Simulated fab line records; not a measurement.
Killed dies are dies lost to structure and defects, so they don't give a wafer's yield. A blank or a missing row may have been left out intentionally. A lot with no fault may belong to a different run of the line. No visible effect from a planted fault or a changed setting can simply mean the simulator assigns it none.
Chamber matching	flow n5 finfet	4 sister chambers for N5_MOL_CONTACT_COAG_ETCH_67 on rie diel-05
The step etches SOC in N2/H2, target depth 60 nm, overetch 21 nm, time 101.2 s. 18 wafers are shown with their chamber, then 9 later ones without.

## WAFERS WITH THEIR CHAMBER
wafer	chamber	drypump motor current A (A)	showerhead plenum p Torr (Torr)	throttle valve pct (%)
L075.1	3	5.5	2.52	18.27
L075.5	3	5.5	2.52	18.26
L075.6	0	6.5	2.50	17.75
L077.1	1	6.5	2.43	18.12
L077.4	3	5.4	2.52	18.29
L077.5	2	6.3	2.54	17.97
L081.4	1	6.5	2.42	18.13
L081.5	2	6.3	2.53	17.99
L081.6	1	6.5	2.42	18.12
L085.2	2	6.3	2.53	17.99
L085.3	1	6.5	2.42	18.14
L085.5	0	6.5	2.50	17.34
L088.4	3	5.4	2.51	18.32
L088.5	3	5.4	2.51	18.32
L088.6	2	6.3	2.53	18.00
L090.2	1	6.5	2.42	18.16
L090.4	3	5.4	2.51	18.33
L090.6	1	6.5	2.42	18.17

SIGNATURES (averages over the wafers above)
reading	chamber 0	chamber 1	chamber 2	chamber 3	scatter within a chamber
drypump motor current A	6.500	6.500	6.300	5.433	0.0309
showerhead plenum p Torr	2.5000	2.4217	2.5325	2.5150	0.00469
throttle valve pct	17.5450	18.1400	17.9875	18.2983	0.0806
Rule: for a wafer and a chamber, the distance is found by dividing, reading by reading, the gap between the wafer's reading and the chamber's mean by the reading's scatter, squaring, summing and taking the root. If the next closest chamber is less than 2 further off than the closest, the wafer can't be placed; otherwise it belongs to the closest. How the scatter is found: for the shown wafers, subtract from each reading the mean of its chamber, square and add these, divide the total by (wafers less chambers), then take the root.

## WAFERS WITHOUT THEIR CHAMBER
wafer	drypump motor current A (A)	showerhead plenum p Torr (Torr)	throttle valve pct (%)
L091.2	6.3	2.53	18.01
L091.4	6.5	2.42	18.17
L091.5	5.4	2.50	18.32
L092.2	6.5	2.49	17.33
L092.4	6.5	2.41	18.19
L092.6	6.5	2.49	17.35
L093.1	6.3	2.52	18.04
L093.4	6.5	2.41	18.17
L093.5	6.5	2.49	17.36

## WHICH CHAMBER EACH ONE RAN IN
wafer	from the rows above	in truth
L091.2	2	2
L091.4	1	1
L091.5	3	3
L092.2	0	0
L092.4	1	1
L092.6	0	0
L093.1	2	2
L093.4	1	1
L093.5	0	0
Correctly placed: 9 of 9. Number that these rows cannot place: 0. Wrongly placed: 0.
